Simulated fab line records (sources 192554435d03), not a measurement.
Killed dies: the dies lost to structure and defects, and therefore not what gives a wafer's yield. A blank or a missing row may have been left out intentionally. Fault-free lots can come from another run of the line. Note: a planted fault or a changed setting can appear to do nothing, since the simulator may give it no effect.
Which tool was responsible? | flow n5_finfet | 22 lots, 66 wafers sampled, at 4 steps of a route of 1938

WHAT THE GAUGES SHOWED, per wafer
N5_FIN_CUT_CD_MEAS_08: target cd 29.1 nm.
lot  | measured    | on        | cd_nm (nm)
L074 | day 2 04:26 | cd_sem-01 | 29.45 29.34 29.31
L076 | day 2 15:22 | cd_sem-03 | 29.27 29.05 28.67
L077 | day 2 21:25 | cd_sem-02 | 28.65 29.32 29.02
L078 | day 3 04:37 | cd_sem-03 | 29.01 28.63 29.31
L079 | day 3 08:48 | cd_sem-02 | 29.44 29.02 28.96
L080 | day 3 16:53 | cd_sem-01 | 28.96 29.81 28.86
L081 | day 3 22:31 | cd_sem-01 | 29.18 29.11 29.21
L082 | day 4 03:49 | cd_sem-01 | 29.16 29.24 29.87
L083 | day 4 09:23 | cd_sem-03 | 29.55 29.13 29.01
L084 | day 4 17:07 | cd_sem-02 | 29.21 28.86 28.74
L085 | day 4 22:21 | cd_sem-01 | 29.37 28.99 29.70
L086 | day 5 05:42 | cd_sem-02 | 29.01 29.09 29.11
L087 | day 5 08:50 | cd_sem-03 | 29.28 29.01 29.10
L088 | day 5 15:06 | cd_sem-01 | 29.64 29.06 29.38
L089 | day 5 21:22 | cd_sem-01 | 29.26 29.48 28.97
L090 | day 6 02:56 | cd_sem-01 | 29.31 29.51 29.41
L091 | day 6 08:37 | cd_sem-02 | 29.30 29.21 29.40
L092 | day 6 15:38 | cd_sem-02 | 29.00 29.26 29.20
L093 | day 6 22:20 | cd_sem-03 | 29.24 29.45 28.99
L094 | day 7 03:20 | cd_sem-03 | 29.18 28.98 29.15
L095 | day 7 09:38 | cd_sem-01 | 29.04 29.05 29.04
L097 | day 8 00:08 | cd_sem-02 | 28.97 29.22 29.18

WHICH TOOL RAN EACH LOT (tool, then ch and the chambers of the sampled wafers, then the start)
lot  | N5_FIN_SAQP_MANDREL_ETCH_22     | N5_FIN_SAQP_STRIP_55              | N5_FIN_SAQP_ETCH_64
L074 | rie_si-01 ch 0,3, day 1 23:46   | rie_diel-01 ch 2,3, day 1 23:52   | rie_si-05 ch 0,1,2, day 2 03:52
L076 | rie_si-01 ch 0,1,3, day 2 11:12 | rie_diel-01 ch 0,3, day 2 11:18   | rie_si-06 ch 1,2,3, day 2 14:47
L077 | rie_si-01 ch 1,3, day 2 16:32   | rie_diel-01 ch 0,1,3, day 2 16:44 | rie_si-05 ch 0,2, day 2 20:50
L078 | rie_si-01 ch 2,3, day 3 00:10   | rie_diel-06 ch 0,2,3, day 3 00:20 | rie_si-05 ch 0,1,3, day 3 04:03
L079 | rie_si-01 ch 0,1,3, day 3 04:31 | rie_diel-05 ch 0,2, day 3 04:37   | rie_si-06 ch 0,2, day 3 08:06
L080 | rie_si-01 ch 1,2, day 3 12:06   | rie_diel-01 ch 0,1, day 3 12:12   | rie_si-05 ch 0,3, day 3 16:19
L081 | rie_si-01 ch 0,1,2, day 3 17:48 | rie_diel-01 ch 0,1,3, day 3 18:04 | rie_si-05 ch 0,1,2, day 3 21:56
L082 | rie_si-01 ch 0,2,3, day 3 23:37 | rie_diel-05 ch 1,2, day 3 23:43   | rie_si-06 ch 2,3, day 4 03:12
L083 | rie_si-01 ch 0,2,3, day 4 04:25 | rie_diel-05 ch 0,1,2, day 4 04:31 | rie_si-05 ch 1,2,3, day 4 08:48
L084 | rie_si-01 ch 0,1, day 4 11:23   | rie_diel-01 ch 1,2, day 4 11:29   | rie_si-06 ch 0,2, day 4 16:32
L085 | rie_si-01 ch 0,2,3, day 4 17:32 | rie_diel-05 ch 0,1,2, day 4 17:38 | rie_si-06 ch 0,2, day 4 21:46
L086 | rie_si-01 ch 0,2,3, day 5 00:32 | rie_diel-01 ch 0,1,3, day 5 00:38 | rie_si-01 ch 1,3, day 5 05:07
L087 | rie_si-06 ch 0,2,3, day 5 04:41 | rie_diel-05 ch 1,2, day 5 04:47   | rie_si-01 ch 0,1,3, day 5 08:16
L088 | rie_si-01 ch 0,3, day 5 10:49   | rie_diel-06 ch 1,2,3, day 5 10:55 | rie_si-05 ch 0,2,3, day 5 14:32
L089 | rie_si-05 ch 0,1,2, day 5 16:57 | rie_diel-05 ch 0,2, day 5 17:03   | rie_si-06 ch 0,3, day 5 20:46
L090 | rie_si-01 ch 1,2,3, day 5 22:19 | rie_diel-05 ch 0,2, day 5 22:25   | rie_si-05 ch 1,2,3, day 6 02:13
L091 | rie_si-06 ch 0,1,3, day 6 04:06 | rie_diel-06 ch 0,1,2, day 6 04:13 | rie_si-05 ch 1,2, day 6 07:58
L092 | rie_si-06 ch 1,2,3, day 6 11:04 | rie_diel-05 ch 0,1,2, day 6 11:16 | rie_si-05 ch 0,2, day 6 15:04
L093 | rie_si-06 ch 0,1,2, day 6 17:40 | rie_diel-06 ch 0,1,2, day 6 17:46 | rie_si-05 ch 0,1,2, day 6 21:38
L094 | rie_si-01 ch 0,1, day 6 22:20   | rie_diel-06 ch 0,3, day 6 22:26   | rie_si-01 ch 2,3, day 7 02:38
L095 | rie_si-06 ch 1,2,3, day 7 04:07 | rie_diel-05 ch 0,1,2, day 7 04:16 | rie_si-05 ch 0,2,3, day 7 09:04
L097 | rie_si-01 ch 1,2,3, day 7 17:50 | rie_diel-01 ch 0,3, day 7 17:56   | rie_si-01 ch 1,3, day 7 23:34
- N5_FIN_SAQP_MANDREL_ETCH_22: etches a-Si in HBr/Cl2, stops on SiNx, target depth 60 nm, bt time 10 s, time 30 s.
- N5_FIN_SAQP_STRIP_55: strips in N2/H2.
- N5_FIN_SAQP_ETCH_64: etches SiO2 in CF4, target depth 1.5 nm.

AS READ BY THE TOOLS THEMSELVES (means over the sampled wafers that have a number; for cases with no such wafer, the mark the record gives instead)
N5_FIN_SAQP_MANDREL_ETCH_22.
lot  | tool      | bias_w (W) | drypump_motor_current_A (A) | oes_product_au (a.u.) | throttle_valve_pct (%)
L074 | rie_si-01 | 75.10      | 6.1                         | 0.771                 | 35.51
L076 | rie_si-01 | 75.16      | 5.9                         | 0.767                 | 35.51
L077 | rie_si-01 | 74.90      | 5.6                         | 0.771                 | 35.36
L078 | rie_si-01 | 75.15      | 5.7                         | 0.771                 | 35.23
L079 | rie_si-01 | 75.19      | 5.9                         | 0.775                 | 35.48
L080 | rie_si-01 | 75.00      | 5.7                         | 0.771                 | 35.47
L081 | rie_si-01 | 75.01      | 5.9                         | 0.755                 | 35.49
L082 | rie_si-01 | 74.88      | 5.9                         | 0.773                 | 35.35
L083 | rie_si-01 | 75.14      | 5.9                         | 0.760                 | 35.37
L084 | rie_si-01 | 75.00      | 5.8                         | 0.765                 | 35.63
L085 | rie_si-01 | 74.92      | 5.9                         | 0.772                 | 35.34
L086 | rie_si-01 | 74.93      | 5.9                         | 0.775                 | 35.33
L087 | rie_si-06 | 75.09      | 5.4                         | 0.773                 | 35.27
L088 | rie_si-01 | 74.81      | 6.1                         | 0.775                 | 35.48
L089 | rie_si-05 | 75.14      | 6.3                         | 0.778                 | 35.28
L090 | rie_si-01 | 75.18      | 5.7                         | 0.770                 | 35.35
L091 | rie_si-06 | 75.15      | 5.3                         | 0.769                 | 35.17
L092 | rie_si-06 | 75.08      | 5.6                         | 0.758                 | 35.34
L093 | rie_si-06 | 74.93      | 5.5                         | 0.782                 | 35.27
L094 | rie_si-01 | 74.76      | 5.8                         | 0.770                 | 35.63
L095 | rie_si-06 | 74.72      | 5.6                         | 0.772                 | 35.30
L097 | rie_si-01 | 74.90      | 5.7                         | 0.767                 | 35.34

N5_FIN_SAQP_STRIP_55.
lot  | tool        | drypump_motor_current_A (A) | oes_product_au (a.u.) | power_w (W) | rf_vpp_V (V) | showerhead_plenum_p_Torr (Torr) | throttle_valve_pct (%)
L074 | rie_diel-01 | 5.3                         | 0.84                  | 498.0       | 123.1        | 3.27                            | 19.01
L076 | rie_diel-01 | 5.7                         | 0.81                  | 500.7       | 120.8        | 3.31                            | 18.94
L077 | rie_diel-01 | 5.8                         | 0.77                  | 500.7       | 122.0        | 3.32                            | 19.01
L078 | rie_diel-06 | 5.4                         | 0.79                  | 500.0       | 121.0        | 3.46                            | 18.86
L079 | rie_diel-05 | 5.6                         | 0.86                  | 500.9       | 121.8        | 3.29                            | 18.98
L080 | rie_diel-01 | 6.0                         | 0.72                  | 499.7       | 121.3        | 3.34                            | 19.17
L081 | rie_diel-01 | 5.8                         | 0.77                  | 500.0       | 121.3        | 3.32                            | 19.03
L082 | rie_diel-05 | 6.0                         | 0.77                  | 500.6       | 121.2        | 3.39                            | 19.09
L083 | rie_diel-05 | 5.8                         | 0.85                  | 499.7       | 122.3        | 3.34                            | 18.91
L084 | rie_diel-01 | 5.6                         | 0.74                  | 499.7       | 121.6        | 3.31                            | 19.07
L085 | rie_diel-05 | 5.8                         | 0.84                  | 498.4       | 120.6        | 3.33                            | 18.92
L086 | rie_diel-01 | 5.8                         | 0.75                  | 500.9       | 120.5        | 3.32                            | 19.04
L087 | rie_diel-05 | 6.0                         | 0.75                  | 499.8       | 121.2        | 3.38                            | 19.11
L088 | rie_diel-06 | 5.9                         | 0.77                  | 499.3       | 122.0        | 3.46                            | 19.07
L089 | rie_diel-05 | 5.6                         | 0.91                  | 499.7       | 121.5        | 3.29                            | 18.75
L090 | rie_diel-05 | 5.6                         | 0.91                  | 500.5       | 122.0        | 3.28                            | 18.75
L091 | rie_diel-06 | 5.6                         | 0.84                  | 498.8       | 122.3        | 3.48                            | 18.92
L092 | rie_diel-05 | 5.8                         | 0.92                  | 501.3       | 120.5        | 3.33                            | 18.80
L093 | rie_diel-06 | 5.6                         | 0.82                  | 500.2       | 122.8        | 3.48                            | 18.93
L094 | rie_diel-06 | 5.4                         | 0.74                  | 499.7       | 122.3        | 3.48                            | 18.97
L095 | rie_diel-05 | 5.8                         | 0.90                  | 500.3       | 121.7        | 3.32                            | 18.82
L097 | rie_diel-01 | 5.9                         | 0.73                  | 500.4       | 121.1        | 3.31                            | 19.16

N5_FIN_SAQP_ETCH_64.
lot  | tool      | bias_w (W) | drypump_motor_current_A (A) | oes_product_au (a.u.) | throttle_valve_pct (%)
L074 | rie_si-05 | 399.1      | 6.3                         | 1.019                 | 21.74
L076 | rie_si-06 | 398.4      | 5.6                         | 1.000                 | 21.74
L077 | rie_si-05 | 400.9      | 6.0                         | 1.012                 | 21.78
L078 | rie_si-05 | 400.4      | 6.3                         | 1.007                 | 21.63
L079 | rie_si-06 | 400.4      | 5.6                         | 1.007                 | 21.82
L080 | rie_si-05 | 398.7      | 6.1                         | 1.010                 | 21.59
L081 | rie_si-05 | 399.7      | 6.3                         | 1.026                 | 21.75
L082 | rie_si-06 | 400.1      | 5.6                         | 0.998                 | 21.80
L083 | rie_si-05 | 398.7      | 6.3                         | 1.032                 | 21.69
L084 | rie_si-06 | 398.9      | 5.4                         | 1.004                 | 21.71
L085 | rie_si-06 | 399.0      | 5.4                         | 1.003                 | 21.71
L086 | rie_si-01 | 400.0      | 5.6                         | 1.006                 | 21.89
L087 | rie_si-01 | 398.8      | 5.8                         | 1.010                 | 21.93
L088 | rie_si-05 | 399.5      | 6.1                         | 1.013                 | 21.72
L089 | rie_si-06 | 399.8      | 5.3                         | 0.984                 | 21.60
L090 | rie_si-05 | 400.6      | 6.3                         | 1.032                 | 21.69
L091 | rie_si-05 | 400.0      | 6.6                         | 1.036                 | 21.72
L092 | rie_si-05 | 400.4      | 6.1                         | 1.012                 | 21.79
L093 | rie_si-05 | 399.5      | 6.3                         | 1.019                 | 21.74
L094 | rie_si-01 | 401.0      | 5.7                         | 0.996                 | 21.64
L095 | rie_si-05 | 398.7      | 6.1                         | 1.017                 | 21.72
L097 | rie_si-01 | 401.9      | 5.6                         | 1.004                 | 22.04

THE ANSWER, worked out from the rows above alone
Rule: usual is defined by the lots themselves. Put in order of their means at a reading, lots are off if they are a third of the lots or fewer, leave a main group of 4 or more, and stand apart from it by a gap of 3 or more times the standard deviation of the main group's means; of several such gaps the widest counts. The tables above print the reading to a certain number of digits; a main group whose means all agree to those digits is not used. Also off: a lot with no number at a reading for which 4 or more lots have one. Where the step has rows for the other lots, those lots are counted as sound. First the gauges in route order, then the tools' own readings, where a lot's mean is used as printed above. At the first step where some lot is off, the reading lying furthest off is the one used; lots without a number count as furthest.
No lot is off on any of the readings shown, so nothing can be concluded from this.

WHAT THE SIMULATOR PUT IN
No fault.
